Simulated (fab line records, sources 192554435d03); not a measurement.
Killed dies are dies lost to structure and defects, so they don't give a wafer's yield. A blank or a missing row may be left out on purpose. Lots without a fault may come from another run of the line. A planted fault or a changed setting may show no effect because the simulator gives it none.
Which tool did it? | flow n5_finfet | 10 lots, 30 wafers sampled, at 6 steps of a route of 1938

WHAT THE GAUGES READ, wafer by wafer
N5_STI_FIN_REVEAL_FIN_H_MEAS_10. Usual: trench_depth_nm 51.9 nm, standard deviation 0.65.
lot  | measured    | on     | trench_depth_nm (nm) | flag
L245 | day 3 00:21 | ocd-02 | 52.4 52.3 52.0       |
L246 | day 3 07:13 | ocd-01 | 52.8 52.9 53.0       |
L247 | day 3 13:01 | ocd-02 | 51.3 51.4 51.1       |
L248 | day 3 18:43 | ocd-01 | 52.0 51.2 54.0       |
L249 | day 4 03:20 | ocd-01 | 54.2 51.6 51.6       |
L260 | day 6 18:11 | ocd-01 | 51.1 52.4 51.0       |
L262 | day 7 08:59 | ocd-01 | 51.7 51.8 51.6       |
L263 | day 7 13:30 | ocd-02 | 51.4 51.3 51.8       |
L265 | day 8 01:29 | ocd-01 | 52.6 51.6 52.3       |
L266 | day 8 08:39 | ocd-01 | 52.3 51.4 51.4       |

N5_BEOL_M4_RC_MEAS_101. Usual: DIBL_N 36.1 mV/V, standard deviation 1.6; DIBL_P 35.8 mV/V, standard deviation 2.1; IOFF_N 0.16 nA/um, standard deviation 0.031; IOFF_P 0.21 nA/um, standard deviation 0.034; ION_N 673 uA/um, standard deviation 12; ION_P 461 uA/um, standard deviation 7.2; SS_N 71.4 mV/dec, standard deviation 0.59; SS_P 73.3 mV/dec, standard deviation 0.63; VT_N 250 mV, standard deviation 3.1; VT_P -250 mV, standard deviation 3.3.
lot  | measured     | on        | DIBL_N (mV/V)  | DIBL_P (mV/V)  | IOFF_N (nA/um) | IOFF_P (nA/um) | ION_N (uA/um) | ION_P (uA/um) | SS_N (mV/dec)  | SS_P (mV/dec)  | VT_N (mV)   | VT_P (mV)      | flag
L245 | day 8 18:02  | prober-02 | 34.3 35.6 35.1 | 33.2 35.8 33.9 | 0.11 0.13 0.12 | 0.15 0.19 0.16 | 661 663 661   | 454 458 460   | 71.0 70.2 71.0 | 72.4 73.4 72.8 | 254 251 254 | -255 -254 -254 |
L246 | day 8 12:54  | prober-02 | 34.4 36.0 36.2 | 35.0 36.9 36.9 | 0.13 0.16 0.16 | 0.17 0.21 0.20 | 658 686 670   | 451 467 457   | 70.6 71.6 71.4 | 73.4 73.6 73.9 | 253 250 250 | -252 -251 -253 |
L247 | day 9 09:04  | prober-02 | 36.3 36.1 38.2 | 36.9 37.0 39.6 | 0.17 0.17 0.23 | 0.21 0.21 0.27 | 683 677 687   | 459 457 465   | 71.6 71.6 72.3 | 73.3 73.4 74.0 | 250 249 243 | -253 -253 -249 |
L248 | day 9 10:52  | prober-01 | 39.2 37.8 37.6 | 40.4 38.3 37.6 | 0.20 0.17 0.17 | 0.27 0.25 0.23 | 688 676 701   | 470 465 480   | 71.9 71.4 71.7 | 74.5 74.2 73.3 | 246 248 251 | -246 -245 -248 |
L249 | day 9 18:20  | prober-01 | 34.3 33.3 35.1 | 34.6 31.9 35.1 | 0.13 0.10 0.14 | 0.18 0.14 0.18 | 692 649 662   | 474 445 452   | 71.1 70.9 70.7 | 72.7 72.0 73.5 | 251 261 252 | -255 -256 -255 |
L260 | day 14 08:28 | prober-01 | 36.0 35.1 37.1 | 35.9 33.0 36.0 | 0.17 0.16 0.18 | 0.24 0.19 0.23 | 672 687 669   | 463 470 461   | 71.7 71.0 71.3 | 73.3 72.7 73.4 | 250 248 246 | -246 -250 -248 |
L262 | day 12 20:27 | prober-01 | 34.9 34.4 35.2 | 34.4 33.1 34.6 | 0.14 0.12 0.13 | 0.20 0.17 0.20 | 658 654 660   | 457 450 454   | 71.2 70.5 71.1 | 72.8 72.2 73.1 | 252 254 251 | -249 -253 -250 |
L263 | day 13 07:11 | prober-02 | 35.3 37.0 37.0 | 34.9 37.4 35.8 | 0.15 0.18 0.18 | 0.23 0.26 0.23 | 667 670 675   | 470 470 465   | 71.1 71.5 71.3 | 73.2 73.6 73.6 | 253 247 249 | -247 -247 -247 |
L265 | day 13 13:10 | prober-02 | 33.8 39.8 37.5 | 31.7 39.0 36.7 | 0.11 0.26 0.18 | 0.18 0.31 0.27 | 650 699 690   | 464 474 471   | 70.8 71.7 71.7 | 71.4 73.9 73.3 | 253 241 244 | -249 -241 -244 |
L266 | day 13 22:20 | prober-02 | 34.9 35.4 36.7 | 36.0 36.3 38.3 | 0.16 0.17 0.21 | 0.20 0.21 0.24 | 682 674 688   | 463 461 463   | 71.6 71.3 72.0 | 73.4 74.2 73.9 | 248 248 242 | -247 -248 -248 |

WHICH TOOL RAN EACH LOT (tool, then ch and the chambers of the sampled wafers, then the start)
lot  | N5_FIN_CUT_PRECLEAN_35            | N5_STI_FIN_REVEAL_ALD_14         | N5_STI_FIN_REVEAL_DENSIFY_30    | N5_STI_FIN_REVEAL_RECESS_09
L245 | vapor_etch-01 ch 0,1, day 2 15:11 | ald_sin-04 ch 1,2,3, day 2 15:38 | rtp_anneal-02 ch 0, day 2 21:04 | vapor_etch-01 ch 0,1, day 2 21:38
L246 | vapor_etch-02 ch 0,1, day 2 21:35 | ald_sin-03 ch 1,3, day 2 22:02   | rtp_anneal-01 ch 0, day 3 04:01 | vapor_etch-01 ch 0,1, day 3 04:29
L247 | vapor_etch-01 ch 0,1, day 3 04:00 | ald_sin-04 ch 2,3, day 3 04:26   | rtp_anneal-02 ch 0, day 3 09:52 | vapor_etch-01 ch 0,1, day 3 10:48
L248 | vapor_etch-02 ch 0,1, day 3 09:24 | ald_sin-02 ch 1,2,3, day 3 09:51 | rtp_anneal-02 ch 0, day 3 15:16 | vapor_etch-01 ch 0,1, day 3 16:01
L249 | vapor_etch-02 ch 0,1, day 3 18:21 | ald_sin-02 ch 1,2,3, day 3 18:48 | rtp_anneal-01 ch 0, day 4 00:11 | vapor_etch-01 ch 0,1, day 4 00:38
L260 | vapor_etch-01 ch 0,1, day 6 09:04 | ald_sin-04 ch 0,1,3, day 6 09:29 | rtp_anneal-02 ch 0, day 6 15:05 | vapor_etch-02 ch 0,1, day 6 16:01
L262 | vapor_etch-02 ch 0,1, day 6 23:41 | ald_sin-03 ch 2,3, day 7 00:27   | rtp_anneal-01 ch 0, day 7 05:52 | vapor_etch-02 ch 0,1, day 7 06:49
L263 | vapor_etch-02 ch 0,1, day 7 04:21 | ald_sin-03 ch 2,3, day 7 04:53   | rtp_anneal-01 ch 0, day 7 10:16 | vapor_etch-02 ch 0,1, day 7 10:47
L265 | vapor_etch-01 ch 1, day 7 16:19   | ald_sin-02 ch 0,2,3, day 7 16:55 | rtp_anneal-02 ch 0, day 7 22:19 | vapor_etch-01 ch 0,1, day 7 22:45
L266 | vapor_etch-02 ch 0,1, day 7 23:05 | ald_sin-04 ch 0,2,3, day 7 23:32 | rtp_anneal-02 ch 0, day 8 05:33 | vapor_etch-01 ch 0,1, day 8 06:29
- N5_FIN_CUT_PRECLEAN_35: cleans in vHF, time 13.3 s.
- N5_STI_FIN_REVEAL_ALD_14: deposits Si3N4, target thk 3 nm.
- N5_STI_FIN_REVEAL_DENSIFY_30
- N5_STI_FIN_REVEAL_RECESS_09: chemistry HF/NH3, target SiO2, afs cycles 11, target depth 42.5 nm, sublimation time 60 s.

WHAT THE TOOLS THEMSELVES READ (means of the sampled wafers that have a number; where no wafer has one, the mark that the record gives instead)
N5_FIN_CUT_PRECLEAN_35. Usual: drypump_motor_current_A 5.6 A, standard deviation 0.39.
lot  | tool          | drypump_motor_current_A (A) | flag
L245 | vapor_etch-01 | 5.3                         |
L246 | vapor_etch-02 | 5.9                         |
L247 | vapor_etch-01 | 5.5                         |
L248 | vapor_etch-02 | 5.9                         |
L249 | vapor_etch-02 | 5.9                         |
L260 | vapor_etch-01 | 5.5                         |
L262 | vapor_etch-02 | 5.6                         |
L263 | vapor_etch-02 | 5.6                         |
L265 | vapor_etch-01 | 5.6                         |
L266 | vapor_etch-02 | 5.9                         |

N5_STI_FIN_REVEAL_ALD_14. Usual: heater_power_w 863 W, standard deviation 71.
lot  | tool       | heater_power_w (W) | flag
L245 | ald_sin-04 | 950                |
L246 | ald_sin-03 | 869                |
L247 | ald_sin-04 | 997                |
L248 | ald_sin-02 | 825                |
L249 | ald_sin-02 | 822                |
L260 | ald_sin-04 | 889                |
L262 | ald_sin-03 | 835                |
L263 | ald_sin-03 | 826                |
L265 | ald_sin-02 | 843                |
L266 | ald_sin-04 | 948                |

N5_STI_FIN_REVEAL_DENSIFY_30. Usual: lamp_power_pct 11.53 %, standard deviation 0.05; lamp_zone_2_pct 11.529 %, standard deviation 0.016.
lot  | tool          | lamp_power_pct (%) | lamp_zone_2_pct (%) | flag
L245 | rtp_anneal-02 | 11.53              | 11.528              |
L246 | rtp_anneal-01 | 11.53              | 11.519              |
L247 | rtp_anneal-02 | 11.55              | 11.526              |
L248 | rtp_anneal-02 | 11.52              | 11.543              |
L249 | rtp_anneal-01 | 11.50              | 11.559              |
L260 | rtp_anneal-02 | 11.55              | 11.527              |
L262 | rtp_anneal-01 | 11.53              | 11.535              |
L263 | rtp_anneal-01 | 11.51              | 11.536              |
L265 | rtp_anneal-02 | 11.52              | 11.526              |
L266 | rtp_anneal-02 | 11.55              | 11.515              |

N5_STI_FIN_REVEAL_RECESS_09. Usual: drypump_motor_current_A 5.6 A, standard deviation 0.36.
lot  | tool          | drypump_motor_current_A (A) | flag
L245 | vapor_etch-01 | 5.3                         |
L246 | vapor_etch-01 | 5.3                         |
L247 | vapor_etch-01 | 5.3                         |
L248 | vapor_etch-01 | 5.5                         |
L249 | vapor_etch-01 | 5.5                         |
L260 | vapor_etch-02 | 5.9                         |
L262 | vapor_etch-02 | 5.6                         |
L263 | vapor_etch-02 | 5.9                         |
L265 | vapor_etch-01 | 5.3                         |
L266 | vapor_etch-01 | 5.5                         |

THE ANSWER, worked out from the rows above alone
Rule: a lot is off if the mean of its wafers that have a number lies more than 3 standard deviations from the usual mean. A lot without any number at a reading at which 4 lots or more have one is off too. The other lots that the step has rows for count as sound. The gauges are gone through in route order, then the tools' own readings, and for those a lot's mean is taken as printed above. The first step at which some lot is off is used, and at that step the reading that is off furthest; a lot without a number counts as furthest.
No lot is off at any reading shown: from this, nothing can be told.

WHAT THE SIMULATOR HAD PUT IN
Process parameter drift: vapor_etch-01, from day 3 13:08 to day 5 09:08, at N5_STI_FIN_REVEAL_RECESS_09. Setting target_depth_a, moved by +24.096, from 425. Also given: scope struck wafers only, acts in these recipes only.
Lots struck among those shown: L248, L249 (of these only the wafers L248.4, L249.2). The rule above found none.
